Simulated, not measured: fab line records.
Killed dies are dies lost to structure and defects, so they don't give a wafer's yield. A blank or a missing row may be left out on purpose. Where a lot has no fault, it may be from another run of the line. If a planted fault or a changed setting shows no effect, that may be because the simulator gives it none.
What tool caused it? :: flow nandHarc :: 18 wafers from 6 lots sampled at 2 of the route's 1302 steps

## WHAT THE GAUGES SHOWED, per wafer
NHARC_A_SLIT_OVL_MEAS_10.
lot: L843
measured: day 20 10:04
on: overlay-01
overlayXNm (nm): -0.9 -0.4 -0.4

lot: L848
measured: day 22 04:33
on: overlay-02
overlayXNm (nm): -1.5 -0.8 -1.4

lot: L850
measured: day 23 05:48
on: overlay-01
overlayXNm (nm): -0.1 0.3 -0.2

lot: L861
measured: day 27 12:52
on: overlay-02
overlayXNm (nm): -0.5 -0.7 -0.3

lot: L863
measured: day 28 11:55
on: overlay-01
overlayXNm (nm): 1.0 1.4 0.7

lot: L864
measured: day 28 23:58
on: overlay-02
overlayXNm (nm): -1.0 -0.7 -0.4

## WHICH TOOL RAN EACH LOT (tool, then ch and the chambers of the sampled wafers, then the start)
lot: L843
NHARC_A_STAIRCASE_ETCHBACK_422: rieDiel-01 ch 2,3, day 19 19:27

lot: L848
NHARC_A_STAIRCASE_ETCHBACK_422: rieDiel-02 ch 1,2,3, day 21 16:04

lot: L850
NHARC_A_STAIRCASE_ETCHBACK_422: rieDiel-10 ch 0,1, day 22 15:12

lot: L861
NHARC_A_STAIRCASE_ETCHBACK_422: rieDiel-10 ch 0,1, day 26 22:56

lot: L863
NHARC_A_STAIRCASE_ETCHBACK_422: rieDiel-02 ch 1,2,3, day 27 20:32

lot: L864
NHARC_A_STAIRCASE_ETCHBACK_422: rieDiel-02 ch 0,1,2, day 28 05:58
- NHARC_A_STAIRCASE_ETCHBACK_422: etches the open film in CH3F/O2, target depth 40 nm, time 74.286 s.

## THE ANSWER, worked out from the rows above alone
Rule: what is usual is taken from the lots themselves. The widest of any qualifying gaps counts: lots, ordered by their means at a reading, are off when they make up no more than a third of the lots, leave a main group of 4 or more, and stand apart from it by 3 or more times the standard deviation of that group's means. Not used: any main group whose means are identical at the precision the tables above print for the reading. Also off: a lot with no number at a reading for which 4 or more lots have one. Any other lot the step has rows for is counted as sound.
No lot is off on any of the readings shown, so nothing can be concluded from this.

## WHAT THE SIMULATOR HAD PUT IN
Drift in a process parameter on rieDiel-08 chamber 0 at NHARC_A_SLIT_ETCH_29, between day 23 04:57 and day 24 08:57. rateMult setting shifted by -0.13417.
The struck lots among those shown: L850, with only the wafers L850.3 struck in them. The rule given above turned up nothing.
